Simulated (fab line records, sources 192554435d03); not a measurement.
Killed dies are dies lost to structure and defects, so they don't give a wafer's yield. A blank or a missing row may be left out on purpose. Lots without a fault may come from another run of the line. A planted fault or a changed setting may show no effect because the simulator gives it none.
Chamber matching | flow n5_finfet | N5_BEOL_M4_CO_CAP_55 on cvd_co-01: 3 sister chambers
The step material Co, precursor CCTBA/H2, target thk 2 nm, time 102.1 s. 14 wafers are shown with their chamber, then 6 later ones without.

WAFERS WITH THEIR CHAMBER
wafer  | chamber | heater_power_w (W)
L303.1 | 0       | 216
L303.5 | 2       | 256
L303.6 | 0       | 211
L304.1 | 2       | 249
L304.3 | 0       | 211
L304.5 | 0       | 208
L305.2 | 2       | 256
L305.3 | 0       | 214
L305.6 | 0       | 210
L306.1 | 0       | 209
L306.3 | 1       | 248
L309.1 | 1       | 243
L309.5 | 0       | 211
L309.6 | 2       | 255

SIGNATURES (means of the wafers above)
reading        | chamber 0 | chamber 1 | chamber 2 | scatter within a chamber
heater_power_w | 211.25    | 245.50    | 254.00    | 2.92
Rule: a wafer's distance from a chamber is the root of the sum, over the readings, of the square of ((its reading less the chamber's mean) divided by the reading's scatter). The wafer belongs to the nearest chamber; if the next one is less than 2 further off, it can't be placed. The scatter: the root of (the sum of the squares of (reading less its chamber's mean) over the shown wafers, divided by (wafers less chambers)).

WAFERS WITHOUT THEIR CHAMBER
wafer  | heater_power_w (W)
L316.1 | 240
L316.3 | 254
L316.6 | 213
L320.1 | 210
L320.2 | 244
L320.4 | 222

WHICH CHAMBER EACH WENT THROUGH
wafer  | from the rows above | in truth
L316.1 | 1                   | 1
L316.3 | 2                   | 2
L316.6 | 0                   | 0
L320.1 | 0                   | 0
L320.2 | 1                   | 1
L320.4 | 0                   | 0
Placed correctly: 6 of 6. Can't be placed from these rows: 0. Placed wrongly: 0.
